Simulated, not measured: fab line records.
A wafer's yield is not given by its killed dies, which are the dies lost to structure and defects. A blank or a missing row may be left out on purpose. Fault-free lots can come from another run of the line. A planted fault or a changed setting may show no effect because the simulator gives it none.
A struck lot beside a sound one -- flow n5Finfet -- 36 out of 1938 route steps
Sound: wafers L785.2, L785.4, L785.6. Struck: wafer L800.4 (left out: L800.1, L800.5 of the same lot, which were not struck); the cause appears at the end.
At each step with rows: each side's tool, then ch and its chambers, then its first start. Under that, the readings that differ: sound wafers -- struck wafers -- difference of the means -- sigmas: that difference in standard deviations of wafers without a fault.
alike: readings with means less than 2 such deviations apart, plus words and numbers identical on both sides. not compared: withheld readings, readings lacking a value on some wafer, bounds such as >300 that could conceal the same value, and numbers that have no deviation in the record and whose values overlap.
The two part at a step that has a row with sigmas, a row that says differs or no value, or rows on one side only. When numbers do not overlap yet have no deviation, they are printed without sigmas and do not part them. Lack of a reading on every wafer of one side parts them only where that side has two or more wafers.

first, 9 steps without rows for these wafers: N5_PMOS_HMC_CHANNEL_EPI_EPI_26 (deposits Si from SiH4/H2, target thk 3.8 nm, time 22.7 s); N5_FIN_SAQP_PRECLEAN_42 (cleans in O3/DIW, time 60 s); N5_FIN_SAQP_PRECLEAN_00 (cleans in SC1, time 60 s); N5_FIN_SAQP_PRECLEAN_44 (cleans in SC2, time 45 s); N5_FIN_SAQP_SRD_01 (time 30 s); N5_FIN_SAQP_ALD_61 (deposits SiO2, target thk 4 nm, pulse time 1 s, purge time 2 s); N5_FIN_SAQP_DENSIFY_62 (time 60 s); N5_FIN_SAQP_HM_DEP_03 (deposits SiNx from SiH4/NH3/N2, target thk 38 nm, time 33.6 s); N5_FIN_SAQP_PECVD_47 (deposits a-Si from SiH4/He, target thk 45 nm, time 36.3 s).
N5_FIN_SAQP_PECVD_48: deposits SiNx from SiH4/NH3/N2, target thk 25 nm, time 22.1 s.
  sound on pecvd-01 ch 0,1, day 2 14:48; struck on pecvd-01 ch 2, day 6 08:40
reading,sound,struck,difference,sigmas
model.SiNx_of_FIN_SAQP_PECVD_48.thkNm (nm),24.31 24.83 24.76,36.17,+11.54,
  alike: heaterPowerOuterW, heaterPowerW, showerheadPlenumPTorr, susceptorTempC, throttleValvePct
then, 24 steps without rows for these wafers: N5_FIN_SAQP_PECVD_06 (deposits a-Si from SiH4/He, target thk 60 nm, time 48.1 s); N5_FIN_SAQP_HM_DEP_72 (deposits SiO2 from SiH4/N2O, target thk 12 nm, time 7.2 s); N5_FIN_SAQP_COAT_49 (time 60 s, resist thk 100 nm); N5_FIN_SAQP_COAT_50 (time 60 s, resist thk 35 nm); N5_FIN_SAQP_COAT_10 (resist thk 90 nm); N5_FIN_SAQP_EBR_12; N5_FIN_SAQP_SOFTBAKE_11 (time 60 s); N5_FIN_SAQP_EXPOSE_13 (exposes mask FIN CORE, target cd 35.6 nm); N5_FIN_SAQP_PEB_14 (peb time 60 s); N5_FIN_SAQP_DEVELOP_15 (develop time 30 s); N5_FIN_SAQP_DESCUM_21 (chemistry O2, time 7.9 s); N5_FIN_SAQP_ETCH_51 (etches SiARC in CF4, target depth 45.5 nm, time 75.8 s); N5_FIN_SAQP_ETCH_52 (etches SOC in N2/H2, target depth 100 nm, overetch 20 nm, time 150 s); N5_FIN_SAQP_STRIP_53 (strips in N2/H2); N5_FIN_SAQP_HM_OPEN_73 (chemistry CHF3/O2, target SiO2, stops on a-Si, target depth 12 nm, time 16.8 s); N5_FIN_SAQP_STRIP_74 (strips in CHF3/O2); N5_FIN_SAQP_MANDREL_ETCH_22 (etches a-Si in HBr/Cl2, stops on SiNx, target depth 60 nm, bt time 10 s, time 30 s); N5_FIN_SAQP_STRIP_55 (strips in N2/H2); N5_FIN_SAQP_STRIP_23 (strips in SPM, time 750 s); N5_FIN_SAQP_SRD_66 (time 30 s); N5_FIN_SAQP_RECESS_75 (chemistry HF/NH3, target SiO2, target depth 14.4 nm, afs cycles 3, sublimation time 60 s); N5_FIN_SAQP_SPACER1_ALD_24 (deposits SiO2, target thk 20.3 nm, pulse time 1 s, purge time 2 s); N5_FIN_SAQP_SPACER1_ETCHBACK_25 (etches SiO2 in CHF3/O2, target depth 24.4 nm, time 12.2 s); N5_FIN_SAQP_MANDREL1_REMOVE_56 (chemistry HBr/Cl2/O2, target a-Si, stops on SiNx, bt time 10 s).
N5_FIN_SAQP_ETCH_57: etches SiNx in CH3F/O2, target depth 32.5 nm, time 46.4 s.
  sound on rieDiel-03 ch 0,2, day 2 18:24; struck on rieDiel-05 ch 2, day 6 11:35
reading,sound,struck,difference,sigmas
etchRfOnTimeS (s),45.4 46.6 46.3,68.1,+22.0,+28
model.etch.depthNm (nm),24.27 24.74 24.76,36.17,+11.58,
  alike: drypumpMotorCurrentA, oes_f_703_au, oesProductAu, rfVppV, showerheadPlenumPTorr, throttleValvePct
  not compared: rfHoursCounterH
-- the record jumps here: 6 days lie between the struck wafers' starts before and after (it left off in module FIN_SAQP and takes up again in module BEOL_M4, whose first step shown is number 1111 of the route) --
N5_BEOL_M4_RC_MEAS_101:
  sound on prober-02 ch 0, day 8 21:17; struck on prober-01 ch 0, day 12 10:19
reading,sound,struck,difference,sigmas
SS_N (mV/dec),71.3 71.7 70.5,72.3,+1.1,+2
  alike: DIBL_N, DIBL_P, IOFF_N, IOFF_P, ION_N, ION_P, SS_P, VT_N, VT_P

== WHERE THEY PART ==
Last at N5_BEOL_M4_RC_MEAS_101 as far as this record goes, first at N5_FIN_SAQP_ETCH_57.

WHY: what the simulator had put in
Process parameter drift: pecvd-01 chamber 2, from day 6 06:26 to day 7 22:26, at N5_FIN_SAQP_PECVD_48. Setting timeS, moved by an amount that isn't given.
